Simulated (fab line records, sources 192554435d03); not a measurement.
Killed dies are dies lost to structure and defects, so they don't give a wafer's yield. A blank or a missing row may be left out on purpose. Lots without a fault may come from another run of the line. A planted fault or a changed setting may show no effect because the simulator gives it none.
One fault seen from 2 desks | flow n5_finfet | each desk has only its own numbers; what lay behind them comes last

THE TOOL OWNER'S DESK: rie_si-02
The tool's own readings at N5_SD_EPI_N_SD_RECESS_17 (chemistry HBr/Cl2/O2, target depth 41 nm, time 23.7 s, bt time 3 s): means of the sampled wafers that have a number, for each lot that ran on this tool. A lot is out of limits, marked OUT, if its mean lies more than 4 standard deviations from the usual mean; the brackets give that distance.
Columns: A = drypump_motor_current_A at N5_SD_EPI_N_SD_RECESS_17, usual 5.6 A; B = oes_product_au at N5_SD_EPI_N_SD_RECESS_17, usual 0.997 a.u.; C = throttle_valve_pct at N5_SD_EPI_N_SD_RECESS_17, usual 37.0 %
lot  | first seen here | A   | B                | C
L929 | day 3 03:44     | 5.7 | 0.986            | 37.0
L933 | day 4 01:49     | 5.4 | 1.000            | 37.0
L936 | day 5 00:00     | 5.4 | 1.005            | 37.0
L937 | day 5 05:59     | 5.4 | 1.004            | 37.0
L939 | day 5 15:49     | 6.0 | 0.980            | 36.4
L943 | day 6 14:33     | 5.4 | 1.117 (+8.0) OUT | 37.0
L944 | day 6 19:27     | 5.3 | 1.070 (+4.8) OUT | 36.9
L945 | day 7 00:02     | 6.1 | 1.071 (+5.0) OUT | 36.5
This desk's finding: out of limits on L943, L944, L945; first on L943, day 6 14:33 (oes_product_au at N5_SD_EPI_N_SD_RECESS_17). In limits: L929, L933, L936, L937, L939.

THE METROLOGY DESK
What the gauges read, lot by lot, whatever tool the lot ran on: means of the sampled wafers that have a number. A lot is out of limits, marked OUT, if its mean lies more than 4 standard deviations from the usual mean; the brackets give that distance.
Columns: A = thk_nm at N5_DUMMY_GATE_THK_MEAS_05, usual 72.2 nm; B = cd_nm at N5_DUMMY_GATE_CD_MEAS_24, usual 15.1 nm
lot  | first seen here | A    | B
L929 | day 2 20:12     | 72.5 | 15.2
L930 | day 3 01:00     | 72.4 | 14.5
L931 | day 3 09:34     | 72.9 | 15.0
L932 | day 3 14:25     | 72.3 | 15.4
L933 | day 3 18:14     | 71.6 | 15.9
L936 | day 4 13:32     | 72.0 | 15.1
L937 | day 4 21:54     | 73.2 | 15.3
L939 | day 5 07:52     | 72.5 | 15.5
L942 | day 6 01:23     | 71.4 | 14.8
L943 | day 6 07:08     | 72.4 | 15.0
L944 | day 6 11:59     | 71.5 | 15.1
L945 | day 6 16:25     | 72.1 | 15.1
L952 | day 8 10:16     | 70.5 | 14.8
This desk's finding: nothing out of limits on any of the 13 lots.

PUT TOGETHER
The tool owner's desk could have raised an alarm at day 6 14:33, on L943, L944, L945.
The metrology desk saw nothing out of limits.
The metrology desk has L943, L944, L945 on record, within its limits.
Of the lots named, all ran N5_SD_EPI_N_SD_RECESS_17 on rie_si-02.

WHAT THE SIMULATOR HAD PUT IN
Process parameter drift: rie_si-02, from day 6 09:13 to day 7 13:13, at N5_SD_EPI_N_SD_RECESS_17. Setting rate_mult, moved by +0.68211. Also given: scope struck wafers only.
Lots struck among those shown: L943, L944, L945.
Hours from the fault's start to each desk's first reading out of limits: the tool owner's desk, 5.
